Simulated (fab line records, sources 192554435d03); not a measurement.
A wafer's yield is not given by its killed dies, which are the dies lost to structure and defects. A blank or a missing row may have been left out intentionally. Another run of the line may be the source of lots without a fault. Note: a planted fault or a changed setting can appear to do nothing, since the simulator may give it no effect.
Matching of chambers / flow n5-finfet / N5_BEOL_M2_ETCH_64 on rie-diel-04: 3 sister chambers
The step etches SOC in N2/H2, target depth 75 nm, overetch 22.5 nm, time 121.9 s. 3 wafers are shown with their chamber, then 6 later ones without.

## EACH WAFER AND ITS CHAMBER
wafer=L091.1; chamber=2; throttle-valve-pct (%)=17.99
wafer=L090.2; chamber=1; throttle-valve-pct (%)=18.20
wafer=L090.4; chamber=0; throttle-valve-pct (%)=17.44

## WAFERS MISSING THEIR CHAMBER
wafer=L090.5; throttle-valve-pct (%)=17.99
wafer=L093.1; throttle-valve-pct (%)=18.00
wafer=L093.3; throttle-valve-pct (%)=17.46
wafer=L093.4; throttle-valve-pct (%)=18.18
wafer=L097.1; throttle-valve-pct (%)=18.22
wafer=L097.5; throttle-valve-pct (%)=18.19

## WHICH CHAMBER EACH WENT THROUGH
wafer=L090.5; from the rows above=2; in truth=2
wafer=L093.1; from the rows above=2; in truth=2
wafer=L093.3; from the rows above=0; in truth=0
wafer=L093.4; from the rows above=1; in truth=1
wafer=L097.1; from the rows above=1; in truth=1
wafer=L097.5; from the rows above=1; in truth=1
Correctly placed: 6 of 6. Not placeable from these rows: 0. Number placed wrongly: 0.
How it was worked out, from the rows above alone: a wafer's distance from a chamber is the root of the sum, over the readings, of the square of ((its reading less the chamber's mean) divided by the reading's scatter). If the next closest chamber is less than 2 further off than the closest, the wafer can't be placed; otherwise it belongs to the closest. The mean given for a chamber averages the wafers shown for that chamber. The scatter (one wafer shown for each chamber): square how far every hidden wafer sits from the nearest shown wafer, average those squares and take the square root.
